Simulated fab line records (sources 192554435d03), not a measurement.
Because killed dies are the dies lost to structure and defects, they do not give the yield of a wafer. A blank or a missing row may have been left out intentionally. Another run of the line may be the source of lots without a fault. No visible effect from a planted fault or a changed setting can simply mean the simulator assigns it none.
fab line records + flow n5Finfet
[record]
- lots = 7
- wafers = 21
route steps=1938 shown BEOL_M0_SAQP@686 BEOL_M0_CUTY@701 BEOL_M0@715 BEOL_M1@753 BEOL_M2@867
startH: hours from the record's opening day to when the first of the lot's shown wafers began + waitH: time in hours since the lot's previous step + " repeats the value in the row above + L1.1+2: one row covering several wafers at once + - no value, or no start given + * or withheld: withheld + < > ~ a bound
route shown NAME@n: names a module that has steps shown in the file, with the first one's number in the route + usual: average and standard deviation across the fault-free wafers + same: alike in all rows + chamber/n: place in a boat + sites: each site's reading + _std_site: their standard deviation + _edge_site: mean of outer sites minus mean of inner sites + radiusMm: for every site, how far away it sits from the centre of the wafer + mask NAME#n: copy n + behind: the tool/chamber that last shaped the wafer + hold: why the lot went on hold/how many hours it stayed there/how the hold came to an end + device: names the non-switching transistor (n, p or np) + end of line: at the end of the route, the tests of the same wafers + a step with no rows: only its recipe + killed: at the first sort, the dies lost to defects and structure; wafer yield is something else + map: the dies of a wafer, with x for killed, . for not killed, _ for no die there
set.NAME: setting as actually run; set.NAME@STEP: the setting as run at that earlier step + model.NAME: the simulator's own value behind a step, which no gauge read
lots with deliberately changed settings; one table per step, one row per wafer
[[steps]]
[step N5_BEOL_M0_SAQP_EXPOSE_37]
[recipe]
- maskId = M0_CUT1
- na = 0.33
- sourceShape = annular
- sigmaInner = 0.35
- sigmaOuter = 0.8
- polarization = unpolarized
- targetCdNm = 30
- doseMj = 44.75
| lot.wafer  | tool          | chamber | startH | waitH | mask      | set.doseMj |
|------------|---------------|---------|--------|-------|-----------|------------|
| L077.3+6   | euvScanner-02 | 0       | 142.23 | -     | M0_CUT1#0 | 47.52      |
| L077.5     | "             | 0       | "      | "     | M0_CUT1#0 | 44.75      |
| L079.1+3+4 | euvScanner-01 | 0       | 145.27 | -     | M0_CUT1#0 | 44.75      |
| L080.2+5   | euvScanner-01 | 0       | 147.75 | -     | M0_CUT1#0 | 47.35      |
| L080.6     | "             | 0       | "      | "     | M0_CUT1#0 | 44.75      |
| L081.1+6   | euvScanner-02 | 0       | 152.70 | -     | M0_CUT1#0 | 47.41      |
| L081.5     | "             | 0       | "      | "     | M0_CUT1#0 | 44.75      |
| L085.1     | euvScanner-02 | 0       | 179.85 | -     | M0_CUT1#0 | 44.75      |
| L085.2+5   | "             | 0       | "      | "     | M0_CUT1#0 | 42.89      |
| L086.1+5   | euvScanner-01 | 0       | 191.15 | -     | M0_CUT1#0 | 44.75      |
| L086.6     | "             | 0       | "      | "     | M0_CUT1#0 | 42.99      |
| L088.1+5   | euvScanner-02 | 0       | 200.32 | -     | M0_CUT1#0 | 41.59      |
| L088.2     | "             | 0       | "      | "     | M0_CUT1#0 | 44.75      |
[step N5_BEOL_M0_SAQP_PEB_38]
[recipe]
- pebTempC = 100
- pebTimeS = 60
- resist = CAR-EUV
[step N5_BEOL_M0_SAQP_DEVELOP_39]
[recipe]
- developTimeS = 30
- developer = TMAH
- resist = CAR-EUV
- rinseLiquid = surfactantRinse
- dry = airSpin
- devTempC = 23
[step N5_BEOL_M0_SAQP_CD_MEAS_40]
[recipe]
- targetCdNm = 30
- landingEnergyEv = 500
- detector = seInlens
[usual]
- cdNm = 29.93/0.27
| lot.wafer | tool     | chamber | startH | waitH | set.doseMj@BEOL_M0_SAQP_EXPOSE_37 | cdNm  |
|-----------|----------|---------|--------|-------|-----------------------------------|-------|
| L077.3    | cdSem-03 | 0       | 142.36 | -     | 47.52                             | 30.95 |
| L077.5    | "        | 0       | "      | "     | 44.75                             | 30.25 |
| L077.6    | "        | 0       | "      | "     | 47.52                             | 31.27 |
| L079.1    | cdSem-01 | 0       | 145.40 | -     | 44.75                             | 30.17 |
| L079.3    | "        | 0       | "      | "     | 44.75                             | 29.71 |
| L079.4    | "        | 0       | "      | "     | 44.75                             | 29.44 |
| L080.2    | cdSem-01 | 0       | 147.88 | -     | 47.35                             | 30.91 |
| L080.5    | "        | 0       | "      | "     | 47.35                             | 30.79 |
| L080.6    | "        | 0       | "      | "     | 44.75                             | 29.84 |
| L081.1    | cdSem-02 | 0       | 152.84 | -     | 47.41                             | 31.02 |
| L081.5    | "        | 0       | "      | "     | 44.75                             | 29.92 |
| L081.6    | "        | 0       | "      | "     | 47.41                             | 31.38 |
| L085.1    | cdSem-02 | 0       | 179.98 | -     | 44.75                             | 29.86 |
| L085.2    | "        | 0       | "      | "     | 42.89                             | 29.36 |
| L085.5    | "        | 0       | "      | "     | 42.89                             | 29.00 |
| L086.1    | cdSem-01 | 0       | 191.29 | -     | 44.75                             | 29.73 |
| L086.5    | "        | 0       | "      | "     | 44.75                             | 30.14 |
| L086.6    | "        | 0       | "      | "     | 42.99                             | 29.49 |
| L088.1    | cdSem-03 | 0       | 200.45 | -     | 41.59                             | 28.19 |
| L088.2    | "        | 0       | "      | "     | 44.75                             | 29.93 |
| L088.5    | "        | 0       | "      | "     | 41.59                             | 28.13 |
[step N5_BEOL_M0_SAQP_DESCUM_45]
[recipe]
- chemistry = O2
- timeS = 7
- sourcePowerW = 50
- biasPowerW = 20
- pressureMtorr = 20
- rfFrequencyHz = 2.712e+07
- tempC = 40
- resist = CAR-EUV
- o2FlowSccm = 225
| lot.wafer | tool       | chamber | startH | waitH | set.doseMj@BEOL_M0_SAQP_EXPOSE_37 | model.BEOL_M0_SAQP.cdNm |
|-----------|------------|---------|--------|-------|-----------------------------------|-------------------------|
| L077.3    | rieDiel-03 | 0       | 142.91 | 0.5   | 47.52                             | 31                      |
| L077.5    | "          | 3       | "      | "     | 44.75                             | 30                      |
| L077.6    | "          | 2       | "      | "     | 47.52                             | 31.2                    |
| L079.1    | rieDiel-05 | 2       | 145.54 | 0.1   | 44.75                             | 30                      |
| L079.3+4  | "          | 3,1     | "      | "     | 44.75                             | 29.8                    |
| L080.2+5  | rieDiel-03 | 0,1     | 148.11 | 0.1   | 47.35                             | 31                      |
| L080.6    | "          | 2       | "      | "     | 44.75                             | 29.6                    |
| L081.1    | rieDiel-01 | 0       | 152.96 | 0.0   | 47.41                             | 31.2                    |
| L081.5    | "          | 3       | "      | "     | 44.75                             | 30                      |
| L081.6    | "          | 0       | "      | "     | 47.41                             | 31.4                    |
| L085.1    | rieDiel-05 | 0       | 180.18 | 0.1   | 44.75                             | 29.8                    |
| L085.2+5  | "          | 3,1     | "      | "     | 42.89                             | 29                      |
| L086.1    | rieDiel-03 | 2       | 191.41 | 0.0   | 44.75                             | 30                      |
| L086.5    | "          | 2       | "      | "     | 44.75                             | 30.4                    |
| L086.6    | "          | 3       | "      | "     | 42.99                             | 29.4                    |
| L088.1+5  | rieDiel-03 | 3       | 200.58 | 0.0   | 41.59                             | 28                      |
| L088.2    | "          | 2       | "      | "     | 44.75                             | 30                      |
[step N5_BEOL_M0_SAQP_ETCH_88]
[recipe]
- chemistry = N2/H2
- target = underlayer
- targetDepthA = 65
- timeS = 5.2
- ionEnergyEv = 200
- maskMaterial = CAR-EUV
- pressureMtorr = 30
- sourceW = 840
- biasW = 150
- n2FlowSccm = 200
- h2FlowSccm = 200
- ends = cleared
| lot.wafer | tool       | chamber | startH | waitH | set.doseMj@BEOL_M0_SAQP_EXPOSE_37 | model.BEOL_M0_SAQP.cdNm |
|-----------|------------|---------|--------|-------|-----------------------------------|-------------------------|
| L077.3    | rieDiel-03 | 0       | 142.94 | 0.0   | 47.52                             | 31                      |
| L077.5    | "          | 3       | "      | "     | 44.75                             | 30                      |
| L077.6    | "          | 2       | "      | "     | 47.52                             | 31.2                    |
| L079.1+3  | rieDiel-05 | 2,3     | 145.57 | 0.0   | 44.75                             | 30                      |
| L079.4    | "          | 1       | "      | "     | 44.75                             | 29.6                    |
| L080.2+5  | rieDiel-03 | 0,1     | 148.14 | 0.0   | 47.35                             | 31                      |
| L080.6    | "          | 2       | "      | "     | 44.75                             | 29.6                    |
| L081.1    | rieDiel-01 | 0       | 152.99 | 0.0   | 47.41                             | 31.2                    |
| L081.5    | "          | 3       | "      | "     | 44.75                             | 30                      |
| L081.6    | "          | 0       | "      | "     | 47.41                             | 31.4                    |
| L085.1    | rieDiel-05 | 0       | 180.22 | 0.0   | 44.75                             | 29.6                    |
| L085.2    | "          | 3       | "      | "     | 42.89                             | 29.2                    |
| L085.5    | "          | 1       | "      | "     | 42.89                             | 29                      |
| L086.1    | rieDiel-03 | 2       | 191.44 | 0.0   | 44.75                             | 30                      |
| L086.5    | "          | 2       | "      | "     | 44.75                             | 30.4                    |
| L086.6    | "          | 3       | "      | "     | 42.99                             | 29.6                    |
| L088.1    | rieDiel-03 | 3       | 200.62 | 0.0   | 41.59                             | 28.2                    |
| L088.2    | "          | 2       | "      | "     | 44.75                             | 29.8                    |
| L088.5    | "          | 3       | "      | "     | 41.59                             | 28                      |
[step N5_BEOL_M0_SAQP_ETCH_73]
[recipe]
- chemistry = CF4
- target = SiARC
- targetDepthA = 195
- maskMaterial = CAR-EUV
- timeS = 32.5
- ionEnergyEv = 80
- pressureMtorr = 40
- sourceW = 545
- biasW = 36
- Ar_flow_sccm = 100
- cf4FlowSccm = 100
- ends = cleared
[step N5_BEOL_M0_SAQP_CUT_ETCH_46]
[recipe]
- chemistry = N2/H2
- target = SOC
- targetDepthA = 1350
- overetchA = 270
- tempC = 40
- timeS = 202.5
- ionEnergyEv = 200
- maskMaterial = SiARC
- pressureMtorr = 30
- sourceW = 840
- biasW = 150
- n2FlowSccm = 200
- h2FlowSccm = 200
| lot.wafer | tool       | chamber | startH | waitH | set.doseMj@BEOL_M0_SAQP_EXPOSE_37 | model.BEOL_M0_SAQP.cdNm |
|-----------|------------|---------|--------|-------|-----------------------------------|-------------------------|
| L077.3    | rieDiel-03 | 0       | 142.99 | 0.0   | 47.52                             | 30.8                    |
| L077.5    | "          | 3       | "      | "     | 44.75                             | 30.4                    |
| L077.6    | "          | 2       | "      | "     | 47.52                             | 31.4                    |
| L079.1+3  | rieDiel-05 | 2,3     | 145.62 | 0.0   | 44.75                             | 30                      |
| L079.4    | "          | 1       | "      | "     | 44.75                             | 29.8                    |
| L080.2    | rieDiel-03 | 0       | 148.19 | 0.0   | 47.35                             | 30.8                    |
| L080.5    | "          | 1       | "      | "     | 47.35                             | 30.4                    |
| L080.6    | "          | 2       | "      | "     | 44.75                             | 29.8                    |
| L081.1+6  | rieDiel-01 | 0       | 153.04 | 0.0   | 47.41                             | 31.6                    |
| L081.5    | "          | 3       | "      | "     | 44.75                             | 30                      |
| L085.1    | rieDiel-05 | 0       | 180.27 | 0.0   | 44.75                             | 30.2                    |
| L085.2    | "          | 3       | "      | "     | 42.89                             | 29                      |
| L085.5    | "          | 1       | "      | "     | 42.89                             | 28.8                    |
| L086.1    | rieDiel-03 | 2       | 191.49 | 0.0   | 44.75                             | 30                      |
| L086.5    | "          | 2       | "      | "     | 44.75                             | 30.6                    |
| L086.6    | "          | 3       | "      | "     | 42.99                             | 30                      |
| L088.1    | rieDiel-03 | 3       | 200.67 | 0.0   | 41.59                             | 28.4                    |
| L088.2    | "          | 2       | "      | "     | 44.75                             | 30                      |
| L088.5    | "          | 3       | "      | "     | 41.59                             | 28.6                    |
[step N5_BEOL_M0_SAQP_STRIP_74]
[recipe]
- chemistry = N2/H2
- tempC = 40
- n2FlowSccm = 200
- h2FlowSccm = 200
- rfFrequencyHz = 6e+07
[step N5_BEOL_M0_SAQP_STRIP_89]
[recipe]
- chemistry = N2/H2
- tempC = 40
- n2FlowSccm = 200
- h2FlowSccm = 200
- rfFrequencyHz = 6e+07
[step N5_BEOL_M0_SAQP_ALD_48]
[recipe]
- material = SiO2
- targetThkA = 200
- tempC = 100
- aldPrecursorFamily = BDEAS
- aldCoReactant = O2-plasma
- pulseTimeS = 1
- coReactantPulseTimeS = 1
- purgeTimeS = 2
- coReactantPurgeTimeS = 2
- aldCycles = 139
- pressureTorr = 2
[step N5_BEOL_M0_SAQP_ETCH_49]
[recipe]
- chemistry = CF4/O2
- targetDepthA = 370
- target = SiO2
- pressureMtorr = 40
- sourceW = 535
- biasW = 49
- Ar_flow_sccm = 100
- cf4FlowSccm = 100
- O2_flow_sccm = 10
- ionEnergyEv = 100
| lot.wafer | tool       | chamber | startH | waitH | set.doseMj@BEOL_M0_SAQP_EXPOSE_37 | model.BEOL_M0_SAQP.cdNm |
|-----------|------------|---------|--------|-------|-----------------------------------|-------------------------|
| L077.3    | rieDiel-03 | 1       | 143.72 | 0.3   | 47.52                             | 30.8                    |
| L077.5    | "          | 2       | "      | "     | 44.75                             | 30.4                    |
| L077.6    | "          | 3       | "      | "     | 47.52                             | 31.4                    |
| L079.1+3  | rieDiel-03 | 2,1     | 146.50 | 0.4   | 44.75                             | 30                      |
| L079.4    | "          | 0       | "      | "     | 44.75                             | 29.8                    |
| L080.2    | rieDiel-03 | 0       | 148.96 | 0.3   | 47.35                             | 30.8                    |
| L080.5    | "          | 3       | "      | "     | 47.35                             | 30.4                    |
| L080.6    | "          | 2       | "      | "     | 44.75                             | 30                      |
| L081.1    | rieDiel-01 | 2       | 154.22 | 0.3   | 47.41                             | 31.8                    |
| L081.5    | "          | 1       | "      | "     | 44.75                             | 30                      |
| L081.6    | "          | 2       | "      | "     | 47.41                             | 31.6                    |
| L085.1    | rieDiel-03 | 2       | 181.38 | 0.4   | 44.75                             | 30.2                    |
| L085.2+5  | "          | 1,2     | "      | "     | 42.89                             | 29                      |
| L086.1    | rieDiel-03 | 3       | 192.34 | 0.4   | 44.75                             | 30                      |
| L086.5    | "          | 3       | "      | "     | 44.75                             | 30.6                    |
| L086.6    | "          | 0       | "      | "     | 42.99                             | 30.2                    |
| L088.1+5  | rieDiel-03 | 3,0     | 201.39 | 0.3   | 41.59                             | 28.4                    |
| L088.2    | "          | 0       | "      | "     | 44.75                             | 30                      |
[step N5_BEOL_M0_SAQP_STRIP_75]
[recipe]
- chemistry = CF4
- resist = SiARC
- powerW = 300
- biasPowerW = 75
- pressureMtorr = 50
- cf4FlowSccm = 150
- rfFrequencyHz = 6e+07
[step N5_BEOL_M0_CUTY_COAT_50]
[recipe]
- resist = SiARC
- tempC = 220
- timeS = 60
- spinRpm = 1500
- resistThkNm = 15
[step N5_BEOL_M0_CUTY_DESCUM_61]
[recipe]
- chemistry = O2
- timeS = 7.9
- sourcePowerW = 50
- biasPowerW = 20
- pressureMtorr = 20
- rfFrequencyHz = 2.712e+07
- tempC = 40
- resist = CAR-ArF-block
- o2FlowSccm = 225
[step N5_BEOL_M0_CUTY_ETCH_62]
[recipe]
- chemistry = CF4
- target = SiARC
- maskMaterial = CAR-ArF-block
- timeS = 58.5
- ionEnergyEv = 80
- pressureMtorr = 40
- sourceW = 545
- biasW = 36
- Ar_flow_sccm = 100
- cf4FlowSccm = 100
- ends = cleared
[step N5_BEOL_M0_CUTY_ETCH_63]
[recipe]
- chemistry = N2/H2
- target = SOC
- targetDepthA = 827
- overetchA = 165
- maskMaterial = SiARC
- tempC = 40
- ionEnergyEv = 200
- timeS = 124
- pressureMtorr = 30
- sourceW = 840
- biasW = 150
- n2FlowSccm = 200
- h2FlowSccm = 200
| lot.wafer  | tool       | chamber | startH | waitH | set.targetThkA@BEOL_M0_SAQP_SPACER2_ALD_26 | model.SiO2_of_BEOL_M0_SAQP_SPACER2_ALD_26.thkNm |
|------------|------------|---------|--------|-------|--------------------------------------------|-------------------------------------------------|
| L077.3+6   | rieDiel-06 | 1       | 144.26 | 0.0   | 150                                        | 7.4                                             |
| L077.5     | "          | 2       | "      | "     | 150                                        | 7.2                                             |
| L079.1+3   | rieDiel-02 | 3,0     | 147.17 | 0.0   | 150                                        | 7.2                                             |
| L079.4     | "          | 3       | "      | "     | 150                                        | 7                                               |
| L080.2     | rieDiel-04 | 3       | 149.62 | 0.0   | 150                                        | 7.2                                             |
| L080.5+6   | "          | 2,3     | "      | "     | 150                                        | 7                                               |
| L081.1+5+6 | rieDiel-04 | 0,1,2   | 154.88 | 0.0   | 150                                        | 7.2                                             |
| L085.1+2   | rieDiel-06 | 2,0     | 182.14 | 0.0   | 150                                        | 7.2                                             |
| L085.5     | "          | 2       | "      | "     | 157.1                                      | 8                                               |
| L086.1+6   | rieDiel-02 | 3,0     | 193.00 | 0.0   | 150                                        | 7.2                                             |
| L086.5     | "          | 3       | "      | "     | 168.7                                      | 9.2                                             |
| L088.1     | rieDiel-06 | 1       | 202.06 | 0.0   | 168.7                                      | 9.2                                             |
| L088.2     | "          | 0       | "      | "     | 168.7                                      | 9                                               |
| L088.5     | "          | 3       | "      | "     | 150                                        | 7.2                                             |
[step N5_BEOL_M0_CUTY_STRIP_64]
[recipe]
- chemistry = N2/H2
- tempC = 40
- n2FlowSccm = 200
- h2FlowSccm = 200
- rfFrequencyHz = 6e+07
[step N5_BEOL_M0_ETCH_138]
[recipe]
- chemistry = CH3F/O2
- targetDepthA = 120
- target = SiCN
- timeS = 31.6
- ionEnergyEv = 120
- pressureMtorr = 30
- sourceW = 395
- biasW = 75
- Ar_flow_sccm = 150
- CH3F_flow_sccm = 30
- O2_flow_sccm = 20
- ends = cleared
[step N5_BEOL_M0_HM_OPEN_105]
[recipe]
- chemistry = Cl2/BCl3
- targetDepthA = 120
- target = TiN
- ionEnergyEv = 150
- pressureMtorr = 10
- icpW = 1000
- biasW = 126
- Cl2_flow_sccm = 53.25
- bcl3FlowSccm = 21.75
- Ar_flow_sccm = 25
| lot.wafer | tool        | chamber | startH | waitH | set.targetThkA@BEOL_M0_SAQP_SPACER2_ALD_26 | model.SiO2_of_BEOL_M0_SAQP_SPACER2_ALD_26.thkNm |
|-----------|-------------|---------|--------|-------|--------------------------------------------|-------------------------------------------------|
| L077.3+6  | rieMetal-02 | 0       | 147.09 | 2.7   | 150                                        | 3                                               |
| L077.5    | "           | 0       | "      | "     | 150                                        | 2.8                                             |
| L079.1    | rieMetal-02 | 0       | 147.60 | 0.3   | 150                                        | 3                                               |
| L079.3+4  | "           | 0       | "      | "     | 150                                        | 2.8                                             |
| L080.2+5  | rieMetal-01 | 0,1     | 150.20 | 0.4   | 150                                        | 2.8                                             |
| L080.6    | "           | 0       | "      | "     | 150                                        | 2.6                                             |
| L081.1    | rieMetal-02 | 0       | 155.14 | 0.1   | 150                                        | 3                                               |
| L081.5+6  | "           | 1,0     | "      | "     | 150                                        | 2.8                                             |
| L085.1    | rieMetal-02 | 1       | 186.97 | 4.7   | 150                                        | 2.8                                             |
| L085.2    | "           | 0       | "      | "     | 150                                        | 3                                               |
| L085.5    | "           | 0       | "      | "     | 157.1                                      | 3.6                                             |
| L086.1    | rieMetal-02 | 0       | 193.30 | 0.1   | 150                                        | 3                                               |
| L086.5    | "           | 1       | "      | "     | 168.7                                      | 4.6                                             |
| L086.6    | "           | 0       | "      | "     | 150                                        | 2.8                                             |
| L088.1    | rieMetal-03 | 1       | 202.79 | 0.6   | 168.7                                      | 4.8                                             |
| L088.2    | "           | 1       | "      | "     | 168.7                                      | 4.6                                             |
| L088.5    | "           | 1       | "      | "     | 150                                        | 2.8                                             |
[step N5_BEOL_M1_PECVD_72]
[recipe]
- material = SiO2
- targetThkA = 160
- tempC = 400
- precursor = TEOS/O2
- pressureTorr = 5.5
- rfW = 450
- teosFlowSccm = 53.8
- gas = O2
- flowSccm = 3000
- timeS = 18
| lot.wafer | tool     | chamber | startH | waitH | set.timeS | model.SiO2_of_BEOL_M1_PECVD_72.thkNm |
|-----------|----------|---------|--------|-------|-----------|--------------------------------------|
| L077.3    | pecvd-01 | 1       | 151.68 | 0.0   | 16.24     | 13.8                                 |
| L077.5    | "        | 1       | "      | "     | 18        | 15.6                                 |
| L077.6    | "        | 0       | "      | "     | 18        | 15.8                                 |
| L079.1+4  | pecvd-04 | 1,2     | 152.19 | 0.0   | 18        | 16.2                                 |
| L079.3    | "        | 2       | "      | "     | 18        | 15.8                                 |
| L080.2    | pecvd-01 | 1       | 156.55 | 0.0   | 18        | 15.2                                 |
| L080.5    | "        | 1       | "      | "     | 18        | 15.6                                 |
| L080.6    | "        | 0       | "      | "     | 19.46     | 17.4                                 |
| L081.1    | pecvd-04 | 1       | 161.17 | 0.0   | 19.77     | 17.6                                 |
| L081.5    | "        | 2       | "      | "     | 19.77     | 17.8                                 |
| L081.6    | "        | 1       | "      | "     | 18        | 16.4                                 |
| L085.1    | pecvd-01 | 2       | 190.74 | 0.0   | 18        | 16.2                                 |
| L085.2    | "        | 1       | "      | "     | 19.12     | 16.6                                 |
| L085.5    | "        | 1       | "      | "     | 18        | 15.8                                 |
| L086.1    | pecvd-01 | 2       | 197.86 | 0.0   | 16.65     | 14.6                                 |
| L086.5    | "        | 2       | "      | "     | 18        | 16                                   |
| L086.6    | "        | 0       | "      | "     | 18        | 16.2                                 |
| L088.1    | pecvd-04 | 0       | 208.21 | 0.0   | 18        | 15.8                                 |
| L088.2    | "        | 2       | "      | "     | 19.47     | 17.4                                 |
| L088.5    | "        | 0       | "      | "     | 19.47     | 17.2                                 |
[step N5_BEOL_M1_HM_DEP_02]
[recipe]
- material = TiN
- targetThkA = 200
- tempC = 25
- chamberPressurePa = 0.49996
[step N5_BEOL_M1_COAT_61]
[recipe]
- resist = SOC
- tempC = 250
- timeS = 60
- spinRpm = 1500
- resistThkNm = 60
[step N5_BEOL_M1_STRIP_97]
[recipe]
- chemistry = N2/H2
- timeS = 10
- powerW = 450
- tempC = 40
- pressureMtorr = 20
- rfFrequencyHz = 6e+07
- biasPowerW = 7
- n2FlowSccm = 200
- h2FlowSccm = 200
[step N5_BEOL_M1_HM_STRIP_39]
[recipe]
- chemistry = peroxideTinStrip
- material = TiN
- targetDepthA = 250
- tempC = 50
- timeS = 158
| lot.wafer | tool        | chamber | startH | waitH | set.timeS@BEOL_M1_PECVD_72 | model.SiO2_of_BEOL_M1_PECVD_72.thkNm |
|-----------|-------------|---------|--------|-------|----------------------------|--------------------------------------|
| L081.1    | wetBench-04 | 2       | 165.28 | 0.0   | 19.77                      | 17.4                                 |
| L081.5    | "           | 0       | "      | "     | 19.77                      | 17.8                                 |
| L081.6    | "           | 3       | "      | "     | 18                         | 16.2                                 |
| L077.3    | wetBench-04 | 3       | 165.74 | 0.0   | 16.24                      | 13.6                                 |
| L077.5    | "           | 6       | "      | "     | 18                         | 15.4                                 |
| L077.6    | "           | 2       | "      | "     | 18                         | 15.8                                 |
| L079.1    | wetBench-03 | 4       | 166.00 | 0.0   | 18                         | 16.2                                 |
| L079.3    | "           | 5       | "      | "     | 18                         | 15.6                                 |
| L079.4    | "           | 2       | "      | "     | 18                         | 16                                   |
| L080.2    | wetBench-04 | 4       | 166.12 | 0.0   | 18                         | 15                                   |
| L080.5    | "           | 7       | "      | "     | 18                         | 15.4                                 |
| L080.6    | "           | 2       | "      | "     | 19.46                      | 17.2                                 |
| L085.1    | wetBench-04 | 5       | 199.82 | 0.0   | 18                         | 16                                   |
| L085.2    | "           | 2       | "      | "     | 19.12                      | 16.6                                 |
| L085.5    | "           | 6       | "      | "     | 18                         | 15.6                                 |
| L086.1    | wetBench-05 | 2       | 203.26 | 0.0   | 16.65                      | 14.4                                 |
| L086.5+6  | "           | 3,0     | "      | "     | 18                         | 16                                   |
| L088.1    | wetBench-03 | 0       | 216.03 | 0.0   | 18                         | 15.6                                 |
| L088.2    | "           | 2       | "      | "     | 19.47                      | 17.2                                 |
| L088.5    | "           | 1       | "      | "     | 19.47                      | 17                                   |
[step N5_BEOL_M2_COAT_67]
[recipe]
- resist = SOC
- tempC = 250
- timeS = 60
- spinRpm = 1500
- resistThkNm = 60
| lot.wafer  | tool          | chamber | startH | waitH | set.spinRpm | model.SOC_of_BEOL_M2_COAT_67.thkNm |
|------------|---------------|---------|--------|-------|-------------|------------------------------------|
| L081.1     | lithoTrack-05 | 0       | 172.76 | 0.0   | 1500        | 60                                 |
| L081.5     | "             | 0       | "      | "     | 1500        | 60.2                               |
| L081.6     | "             | 0       | "      | "     | 1668        | 56.8                               |
| L077.3+5   | lithoTrack-01 | 0       | 173.01 | 0.0   | 1500        | 60                                 |
| L077.6     | "             | 0       | "      | "     | 1500        | 59.6                               |
| L079.1+3+4 | lithoTrack-01 | 0       | 173.23 | 0.0   | 1500        | 59.8                               |
| L080.2     | lithoTrack-01 | 0       | 174.27 | 0.0   | 1575        | 58.6                               |
| L080.5     | "             | 0       | "      | "     | 1500        | 60                                 |
| L080.6     | "             | 0       | "      | "     | 1575        | 58.4                               |
| L085.1     | lithoTrack-02 | 0       | 208.30 | 0.0   | 1500        | 59.8                               |
| L085.2     | "             | 0       | "      | "     | 1572        | 58.4                               |
| L085.5     | "             | 0       | "      | "     | 1572        | 58.2                               |
| L086.1     | lithoTrack-01 | 0       | 211.48 | 0.0   | 1500        | 60.2                               |
| L086.5+6   | "             | 0       | "      | "     | 1452        | 61                                 |
| L088.1     | lithoTrack-01 | 0       | 222.12 | 0.0   | 1656        | 57                                 |
| L088.2     | "             | 0       | "      | "     | 1500        | 59.6                               |
| L088.5     | "             | 0       | "      | "     | 1500        | 59.8                               |
[[key]]
[split]
- step = N5_BEOL_M0_SAQP_EXPOSE_37
- setting = doseMj
- stated = 44.75
- by = wafer
[response]
- step = N5_BEOL_M0_SAQP_CD_MEAS_40
- reading = cdNm
- change = +0.189
- per = 1%
- r = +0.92
[response]
- step = N5_BEOL_M0_SAQP_DESCUM_45
- reading = model.BEOL_M0_SAQP.cdNm
- change = +0.228
- per = 1%
- r = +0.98
[response]
- step = N5_BEOL_M0_SAQP_ETCH_88
- reading = model.BEOL_M0_SAQP.cdNm
- change = +0.206
- per = 1%
- r = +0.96
[response]
- step = N5_BEOL_M0_SAQP_CUT_ETCH_46
- reading = model.BEOL_M0_SAQP.cdNm
- change = +0.188
- per = 1%
- r = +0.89
[response]
- step = N5_BEOL_M0_SAQP_ETCH_49
- reading = model.BEOL_M0_SAQP.cdNm
- change = +0.182
- per = 1%
- r = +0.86
[split]
- step = N5_BEOL_M1_PECVD_72
- setting = timeS
- stated = 18
- by = wafer
[response]
- step = N5_BEOL_M1_PECVD_72
- reading = model.SiO2_of_BEOL_M1_PECVD_72.thkNm
- change = +0.178
- per = 1%
- r = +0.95
[response]
- step = N5_BEOL_M1_HM_STRIP_39
- reading = model.SiO2_of_BEOL_M1_PECVD_72.thkNm
- change = +0.188
- per = 1%
- r = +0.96
[split]
- step = N5_BEOL_M2_COAT_67
- setting = spinRpm
- stated = 1500
- by = wafer
[response]
- step = N5_BEOL_M2_COAT_67
- reading = model.SOC_of_BEOL_M2_COAT_67.thkNm
- change = -0.282
- per = 1%
- r = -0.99
split outsideThisFile step=N5_BEOL_M0_SAQP_SPACER2_ALD_26 setting=targetThkA
// split outsideThisFile: this setting was split too, and the file shows its column; the key of that split is in another file
